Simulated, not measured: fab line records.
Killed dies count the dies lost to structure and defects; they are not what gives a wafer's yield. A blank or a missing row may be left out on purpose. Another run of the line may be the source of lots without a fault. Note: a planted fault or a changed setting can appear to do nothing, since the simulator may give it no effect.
2 desks looking at one fault + flow nand-harc + only its own numbers are on each desk; what lay behind them is given at the end

## TOOL OWNER'S DESK, litho-track-06
The tool's own readings at NHARC_P_CONTACT_PEB_10 (peb time 65 s): means of the sampled wafers that have a number, for each lot that ran on this tool. Marked OUT: a lot whose mean sits more than 4 standard deviations from the usual mean, which makes it out of limits; the brackets give that distance.
Columns: A = exhaust-pa at NHARC_P_CONTACT_PEB_10, usual 45.2 Pa; B = heater-power-total-W at NHARC_P_CONTACT_PEB_10, usual 156.6 W
| lot  | first seen here | A    | B               |
|------|-----------------|------|-----------------|
| L591 | day 6 08:59     | 45.8 | 156.6           |
| L594 | day 8 01:41     | 46.0 | 156.7           |
| L606 | day 12 20:31    | 44.6 | 161.2 (+11) OUT |
| L607 | day 12 22:05    | 45.5 | 161.9 (+13) OUT |
| L612 | day 15 05:54    | 45.8 | 156.3           |
This desk's verdict: out of limits on L606, L607, starting with L606 at day 12 20:31 (heater-power-total-W at NHARC_P_CONTACT_PEB_10). In limits: L591, L594, L612.

## AT THE METROLOGY DESK
Lot by lot, what the gauges showed, no matter which tool ran the lot: averages of those sampled wafers that carry a number. Marked OUT: a lot whose mean sits more than 4 standard deviations from the usual mean, which makes it out of limits; the brackets give that distance.
Columns: A = cd-nm at NHARC_P_CONTACT_CD_MEAS_12, usual 90.0 nm
| lot  | first seen here | A    |
|------|-----------------|------|
| L591 | day 6 09:04     | 88.9 |
| L592 | day 6 21:36     | 89.6 |
| L593 | day 7 00:41     | 90.6 |
| L595 | day 7 23:53     | 90.2 |
| L594 | day 8 01:46     | 89.1 |
| L597 | day 9 05:28     | 90.2 |
| L604 | day 12 00:23    | 90.5 |
| L606 | day 12 20:35    | 87.5 |
| L607 | day 12 22:10    | 88.0 |
| L609 | day 13 16:23    | 90.6 |
| L612 | day 15 05:59    | 89.3 |
| L613 | day 15 14:56    | 89.7 |
Finding of this desk: none of the 12 lots has anything out of limits.

## BROUGHT TOGETHER
On L606, L607, at day 12 20:31, an alarm was possible from the tool owner's desk.
Nothing out of limits was seen by the metrology desk.
The metrology desk holds a record of L606, L607, inside its limits.
The lots listed all ran NHARC_P_CONTACT_PEB_10 on litho-track-06.

## WHAT THE SIMULATOR HAD PUT IN
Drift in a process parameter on litho-track-06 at NHARC_P_CONTACT_PEB_10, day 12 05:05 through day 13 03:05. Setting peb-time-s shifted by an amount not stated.
Shown lots that were struck: L606, L607.
How many hours passed from the start of the fault until each desk's first out-of-limits reading: the tool owner's desk, 15.
